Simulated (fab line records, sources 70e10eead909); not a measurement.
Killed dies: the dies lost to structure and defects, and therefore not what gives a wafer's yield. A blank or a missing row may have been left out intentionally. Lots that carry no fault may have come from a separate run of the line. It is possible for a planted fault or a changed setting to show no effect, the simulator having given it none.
Matching of chambers + flow nand_harc + rie_diel-12 running NHARC_P_GATE_STRIP_108: 4 sister chambers
The step strips in O2. 16 wafers are shown with their chamber, then 8 later ones without.

== EACH WAFER AND ITS CHAMBER ==
| wafer  | chamber | showerhead_plenum_p_Torr (Torr) | oes_product_au (a.u.) | rf_vpp_V (V) |
|--------|---------|---------------------------------|-----------------------|--------------|
| L422.3 | 2       | 3.39                            | 0.996                 | 58.6         |
| L422.4 | 1       | 3.60                            | 0.999                 | 58.6         |
| L422.5 | 3       | 3.73                            | 1.023                 | 58.7         |
| L424.1 | 1       | 3.60                            | 1.005                 | 57.9         |
| L424.2 | 0       | 3.73                            | 1.003                 | 57.2         |
| L424.5 | 0       | 3.73                            | 1.001                 | 59.4         |
| L433.3 | 3       | 3.73                            | 1.006                 | 60.1         |
| L433.4 | 2       | 3.38                            | 1.000                 | 56.1         |
| L433.5 | 1       | 3.60                            | 0.991                 | 58.9         |
| L434.1 | 1       | 3.60                            | 0.980                 | 56.2         |
| L434.5 | 0       | 3.72                            | 1.005                 | 58.5         |
| L434.6 | 1       | 3.60                            | 0.987                 | 57.1         |
| L439.1 | 2       | 3.38                            | 1.012                 | 57.0         |
| L439.2 | 1       | 3.60                            | 0.979                 | 58.5         |
| L439.3 | 3       | 3.73                            | 0.998                 | 57.5         |
| L441.2 | 2       | 3.38                            | 1.015                 | 57.5         |

SIGNATURES (averages over the wafers above)
| reading                  | chamber 0 | chamber 1 | chamber 2 | chamber 3 | scatter within a chamber |
|--------------------------|-----------|-----------|-----------|-----------|--------------------------|
| showerhead_plenum_p_Torr | 3.7267    | 3.6000    | 3.3825    | 3.7300    | 0.00344                  |
| oes_product_au           | 1.00300   | 0.99017   | 1.00575   | 1.00900   | 0.00968                  |
| rf_vpp_V                 | 58.367    | 57.867    | 57.300    | 58.767    | 1.1                      |
Rule: for each reading, subtract the chamber's mean from the wafer's reading, divide by that reading's scatter and square the result; add these up over the readings and take the root, which gives the wafer's distance from the chamber. If the next closest chamber is less than 2 further off than the closest, the wafer can't be placed; otherwise it belongs to the closest. The scatter is the square root of a quotient: the sum, over the shown wafers, of each reading's squared deviation from its chamber's mean, divided by wafers minus chambers.

== WAFERS WITHOUT THEIR CHAMBER ==
| wafer  | showerhead_plenum_p_Torr (Torr) | oes_product_au (a.u.) | rf_vpp_V (V) |
|--------|---------------------------------|-----------------------|--------------|
| L441.4 | 3.73                            | 1.016                 | 58.0         |
| L441.5 | 3.60                            | 1.009                 | 57.2         |
| L444.1 | 3.72                            | 0.993                 | 57.7         |
| L444.3 | 3.72                            | 1.003                 | 58.0         |
| L444.6 | 3.59                            | 0.994                 | 57.6         |
| L445.1 | 3.59                            | 0.994                 | 57.7         |
| L445.2 | 3.72                            | 0.998                 | 58.2         |
| L445.5 | 3.72                            | 0.984                 | 57.7         |

== CHAMBER TAKEN BY EACH ==
| wafer  | from the rows above     | in truth |
|--------|-------------------------|----------|
| L441.4 | can't be placed: 3 or 0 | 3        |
| L441.5 | 1                       | 1        |
| L444.1 | can't be placed: 0 or 3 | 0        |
| L444.3 | can't be placed: 0 or 3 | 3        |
| L444.6 | 1                       | 1        |
| L445.1 | 1                       | 1        |
| L445.2 | can't be placed: 0 or 3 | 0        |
| L445.5 | can't be placed: 0 or 3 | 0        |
Correct placement for 3 of the 8. Can't be placed from these rows: 5 (the true chamber is among the candidates in 5). Wrongly placed: 0.
